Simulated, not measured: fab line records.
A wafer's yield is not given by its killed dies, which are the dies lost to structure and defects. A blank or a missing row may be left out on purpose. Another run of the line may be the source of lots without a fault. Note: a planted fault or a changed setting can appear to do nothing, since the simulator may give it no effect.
Matching of chambers + flow n5Finfet + 4 sister chambers for N5_BEOL_M5_ETCH_67 on rieDiel-05
The step etches SiARC in CF4, target depth 15.6 nm, time 26 s. 14 wafers are shown with their chamber, then 7 later ones without.

== WAFERS WITH THEIR CHAMBER ==
| wafer  | chamber | showerheadPlenumPTorr (Torr) | drypumpMotorCurrentA (A) | throttleValvePct (%) |
|--------|---------|------------------------------|--------------------------|----------------------|
| L076.2 | 3       | 2.04                         | 5.8                      | 15.56                |
| L076.4 | 2       | 2.24                         | 6.1                      | 15.57                |
| L076.6 | 2       | 2.24                         | 6.1                      | 15.58                |
| L078.2 | 0       | 2.05                         | 5.0                      | 15.80                |
| L078.4 | 1       | 2.20                         | 5.6                      | 15.87                |
| L078.5 | 3       | 2.04                         | 5.7                      | 15.56                |
| L084.1 | 1       | 2.20                         | 5.5                      | 15.88                |
| L084.4 | 3       | 2.04                         | 5.7                      | 15.58                |
| L084.5 | 0       | 2.04                         | 5.0                      | 15.82                |
| L090.3 | 2       | 2.24                         | 6.1                      | 15.63                |
| L090.4 | 1       | 2.20                         | 5.6                      | 15.91                |
| L090.6 | 3       | 2.03                         | 5.7                      | 15.60                |
| L089.1 | 0       | 2.04                         | 5.0                      | 15.84                |
| L089.2 | 3       | 2.03                         | 5.7                      | 15.60                |

SIGNATURES (averages over the wafers above)
| reading               | chamber 0 | chamber 1 | chamber 2 | chamber 3 | scatter within a chamber |
|-----------------------|-----------|-----------|-----------|-----------|--------------------------|
| showerheadPlenumPTorr | 2.0433    | 2.2000    | 2.2400    | 2.0360    | 0.00432                  |
| drypumpMotorCurrentA  | 5.000     | 5.567     | 6.100     | 5.720     | 0.0383                   |
| throttleValvePct      | 15.8200   | 15.8867   | 15.5933   | 15.5800   | 0.0231                   |
Rule: for each reading, subtract the chamber's mean from the wafer's reading, divide by that reading's scatter and square the result; add these up over the readings and take the root, which gives the wafer's distance from the chamber. If the next closest chamber is less than 2 further off than the closest, the wafer can't be placed; otherwise it belongs to the closest. How the scatter is found: for the shown wafers, subtract from each reading the mean of its chamber, square and add these, divide the total by (wafers less chambers), then take the root.

== WAFERS MISSING THEIR CHAMBER ==
| wafer  | showerheadPlenumPTorr (Torr) | drypumpMotorCurrentA (A) | throttleValvePct (%) |
|--------|------------------------------|--------------------------|----------------------|
| L089.4 | 2.04                         | 5.0                      | 15.84                |
| L094.2 | 2.04                         | 5.0                      | 15.86                |
| L094.3 | 2.03                         | 5.7                      | 15.61                |
| L094.4 | 2.04                         | 5.0                      | 15.87                |
| L097.4 | 2.03                         | 5.7                      | 15.63                |
| L097.5 | 2.19                         | 5.6                      | 15.44                |
| L097.6 | 2.23                         | 6.1                      | 15.68                |

== THE CHAMBER EACH PASSED THROUGH ==
| wafer  | from the rows above     | in truth |
|--------|-------------------------|----------|
| L089.4 | 0                       | 0        |
| L094.2 | 0                       | 0        |
| L094.3 | 3                       | 3        |
| L094.4 | 0                       | 0        |
| L097.4 | 3                       | 3        |
| L097.5 | can't be placed: 2 or 1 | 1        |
| L097.6 | 2                       | 2        |
6 of 7 placed correctly. These rows do not allow placing 1 (true chamber among the candidates in 1). Wrongly placed: 0.
